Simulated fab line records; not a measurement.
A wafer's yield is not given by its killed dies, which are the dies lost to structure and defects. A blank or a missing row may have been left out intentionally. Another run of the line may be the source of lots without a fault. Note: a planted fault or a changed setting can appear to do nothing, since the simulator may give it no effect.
Lot-split experiment | flow n5 finfet | 21 wafers read from 7 lots, route of 1938 steps

== ON THE SPLIT ==
At N5_BEOL_M15_TRENCH_ETCH_34 (etches SiO2 in C4F8/O2/Ar, target depth 872.93 nm, time 199 s), the setting bias w was moved away from the recipe's 2040 W on 5 of the 21 wafers read, by -16.9% to +16.0%. The other wafers ran this setting at the recipe's value.

Reading taken at the split's own step.

== THE READING ==
rf vpp V, in V, at N5_BEOL_M15_TRENCH_ETCH_34 (etches SiO2 in C4F8/O2/Ar, target depth 872.93 nm, time 199 s). Fault-free wafers of this fab line usually give 2215 V, standard deviation 33 V.

wafer  | tool, chamber at the split | bias w as run, W | against the recipe | rf vpp V, V | against lot-mates on the recipe
L079.1 | rie diel-01, 1             | 2040             | recipe             | 2237        | -
L079.3 | rie diel-01, 2             | 2040             | recipe             | 2199        | -
L079.4 | rie diel-01, 0             | 2040             | recipe             | 2215        | -
L077.1 | rie diel-03, 3             | 2211             | +8.4%              | 2400        | +182
L077.2 | rie diel-03, 0             | 2040             | recipe             | 2160        | -
L077.4 | rie diel-03, 2             | 2040             | recipe             | 2276        | -
L087.1 | rie diel-03, 2             | 2040             | recipe             | 2276        | -
L087.2 | rie diel-03, 1             | 1731             | -15.1%             | 1916        | -359
L087.4 | rie diel-03, 2             | 2040             | recipe             | 2274        | -
L089.2 | rie diel-01, 2             | 2040             | recipe             | 2197        | -
L089.3 | rie diel-01, 3             | 1696             | -16.9%             | 1924        | -282
L089.6 | rie diel-01, 0             | 2040             | recipe             | 2214        | -
L093.3 | rie diel-02, 0             | 2040             | recipe             | 2217        | -
L093.5 | rie diel-02, 0             | 2040             | recipe             | 2215        | -
L093.6 | rie diel-02, 3             | 2225             | +9.1%              | 2360        | +144
L092.2 | rie diel-02, 2             | 2040             | recipe             | 2205        | -
L092.4 | rie diel-02, 1             | 2367             | +16.0%             | 2500        | +294
L092.5 | rie diel-02, 2             | 2040             | recipe             | 2206        | -
L096.3 | rie diel-01, 3             | 2040             | recipe             | 2193        | -
L096.4 | rie diel-01, 1             | 2040             | recipe             | 2237        | -
L096.6 | rie diel-01, 1             | 2040             | recipe             | 2235        | -

THE FIT
A straight line over all 21 wafers: rf vpp V changes by +18.3 V for each +1% of bias w; r = +0.97; the points scatter about the line by 31 V.
The same after taking each lot's own level away (the mean of its wafers on the recipe; 21 wafers): +19.2 V for each +1%; r = +0.98; scatter 30 V.
According to that fit, moving bias w by its largest amount changes the reading by 3.2e+02 V.
The span of the lots' own levels, 2205.5 to 2275.0 V, comes to 2.1 times the standard deviation stated above.
So the lot-to-lot level changes the slope little: the two slopes agree.
Check: with one of the wafers moved furthest among these (-16.9%) left out of the fit, the line predicts -351 V for it against its lot-mates. Against them it came out at -282 V.
Tool readings at the split's step, against how far the setting was moved: rf vpp V r = +0.97.

== OTHER SPLITS APPLIED TO THESE WAFERS ==
Before the reading, these wafers also passed through other splits. Each is held against what the fit with the lots' levels taken away leaves over:
other split on the same wafers | wafers away from the commonest value | r with rf vpp V (lot level and that fit taken away)
N5_BEOL_M15_COAT_04 spin rpm   | 9                                    | -0.35
N5_BEOL_M15_PEB_26 peb time s  | 8                                    | +0.33

== THE FILE'S OWN FIT ==
rf vpp V changes by +19.2 V for each +1% of bias w, r = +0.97.
